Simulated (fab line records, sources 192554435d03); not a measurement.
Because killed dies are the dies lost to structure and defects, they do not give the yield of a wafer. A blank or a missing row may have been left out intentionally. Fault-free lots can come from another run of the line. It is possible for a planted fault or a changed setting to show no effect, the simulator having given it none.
Comparing a struck lot with a sound one / flow n5-finfet / 32 steps out of a route of 1938
Sound: the wafers L657.3, L657.5, L657.6. Struck: wafer L658.4 (L658.1, L658.2, from the same lot, were not struck and are left out); the cause is given at the end.
Order at every step that has rows: each side's tool, ch and its chambers, its first start. Under that, the readings that differ: sound wafers / struck wafers / difference of the means / sigmas: that difference in standard deviations of wafers without a fault.
alike: a reading whose means differ by less than 2 such deviations, as well as words and numbers matching on both sides. not compared: withheld readings; readings where some wafer has no value; bounds like >300 that might hide an equal value; numbers whose values overlap and for which the record gives no deviation.
Wherever a step has rows on one side only, a row that says differs or no value, or a row with sigmas, the two part there. Non-overlapping numbers with no deviation appear without sigmas and do not part them. A reading that every wafer of one side lacks parts them only if that side has two wafers or more.

first, 11 steps without rows for these wafers: N5_BEOL_M1_ANNEAL_89 (time 240 s); N5_BEOL_M1_SPUTTER_90 (material Cu, target thk 4.5 nm, time 8.29 s); N5_BEOL_M1_ANNEAL_91 (time 240 s); N5_BEOL_M1_SPUTTER_92 (material Cu, target thk 4.5 nm, time 8.29 s); N5_BEOL_M1_ANNEAL_93 (time 240 s); N5_BEOL_M1_SPUTTER_94 (material Cu, target thk 4.5 nm, time 8.29 s); N5_BEOL_M1_ANNEAL_95 (time 240 s); N5_BEOL_M1_SPUTTER_96 (material Cu, target thk 4.5 nm, time 8.29 s); N5_BEOL_M1_ECD_50 (material Cu, target thk 300 nm); N5_BEOL_M1_ANNEAL_51 (time 90 s); N5_BEOL_M1_CMP_52 (polishes, stops on SiOC, t overpolish 6.8 s, target thk 40 nm).
N5_BEOL_M1_PRE_CLEAN_60: time 15 s.
  sound on cvd-co-01 ch 0,1, day 10 01:32; struck on cvd-co-02 ch 2, day 10 10:07
reading=heater-power-w (W); sound=81 88 82; struck=124; difference=+40; sigmas=+3
then, 3 steps without rows for these wafers: N5_BEOL_M1_CO_CAP_55 (material Co, precursor CCTBA/H2, target thk 2 nm, time 102.1 s); N5_BEOL_M1_PRE_CLEAN_56 (time 15 s); N5_BEOL_M1_DEP_57 (deposits SiCN from 3MS/NH3, target thk 8 nm, time 14 s).
N5_BEOL_M1_INSPECT_59: inspects for defects (darkfield).
  struck on defect-inspect-01, day 10 10:24; sound on defect-inspect-02, day 10 01:50
reading=raw-defect-count; sound=45 90 64; struck=1597; difference=+1531; sigmas=+59
then, 12 steps without rows for these wafers: N5_BEOL_M2_ILD_DEP_00 (deposits SiOC from DEMS/O2, target thk 79 nm, time 15.3 s); N5_BEOL_M2_PECVD_72 (deposits SiO2 from TEOS/O2, target thk 16 nm, time 18 s); N5_BEOL_M2_HM_DEP_02 (deposits TiN, target thk 20 nm); N5_BEOL_M2_COAT_61 (time 60 s, resist thk 60 nm); N5_BEOL_M2_COAT_62 (time 60 s, resist thk 12 nm); N5_BEOL_M2_COAT_73 (time 60 s, resist thk 5 nm); N5_BEOL_M2_COAT_05 (resist thk 30 nm); N5_BEOL_M2_EBR_07; N5_BEOL_M2_SOFTBAKE_06 (time 60 s); N5_BEOL_M2_EXPOSE_08 (exposes mask M2); N5_BEOL_M2_PEB_09 (peb time 60 s); N5_BEOL_M2_DEVELOP_10 (develop time 30 s).
N5_BEOL_M2_INSPECT_13: inspects for defects (brightfield).
  struck on defect-inspect-02, day 10 11:37; sound on defect-inspect-01, day 10 03:42
reading=raw-defect-count; sound=293 408 351; struck=1914; difference=+1563; sigmas=+17
then, 1 step without rows for these wafers: N5_BEOL_M2_DESCUM_16 (chemistry O2, time 7 s).
N5_BEOL_M4_RC_MEAS_101:
  sound on prober-01 ch 0, day 12 00:39; struck on prober-01 ch 0, day 11 19:10
  alike: DIBL_N, DIBL_P, IOFF_N, IOFF_P, ION_N, ION_P, SS_N, SS_P, VT_N, VT_P
-- here the record skips 4 days between the struck wafers' starts before and after, leaving off in module BEOL_M4 and picking up in module PASSIVATION (first step shown: number 1936 of the route) --
N5_PASSIVATION_PROBE_49:
  struck on prober-02, day 15 18:31; sound on prober-01, day 16 08:11
reading=defect-limited-yield (%); sound=90.9 90.9 91.1; struck=78.2; difference=-12.8; sigmas=-8
reading=killed_at_M0_to_M3; sound=19 26 27; struck=186; difference=+162; sigmas=+16
reading=killed-dies; sound=107 107 105; struck=257; difference=+151; sigmas=+8
reading=sort_bin_5_function (%); sound=5.8 4.6 5.2; struck=13.7; difference=+8.5; sigmas=+8
reading=sort-n-pass; sound=1073 1073 1075; struck=923; difference=-151; sigmas=-8
reading=sort-yield-pct (%); sound=90.9 90.9 91.1; struck=78.2; difference=-12.8; sigmas=-8
  alike: killed_at_M4_up, killed-at-contacts, killed-at-front-end, killed-at-other, killed-open, killed-short, sort_bin_6_memory

WHERE THEY PART
At N5_BEOL_M1_PRE_CLEAN_60 first; at N5_PASSIVATION_PROBE_49 last (within this record only).

WHY: the cause the simulator had injected
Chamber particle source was cvd-co-02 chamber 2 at N5_BEOL_M1_PRE_CLEAN_60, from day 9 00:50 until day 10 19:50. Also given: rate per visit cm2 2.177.
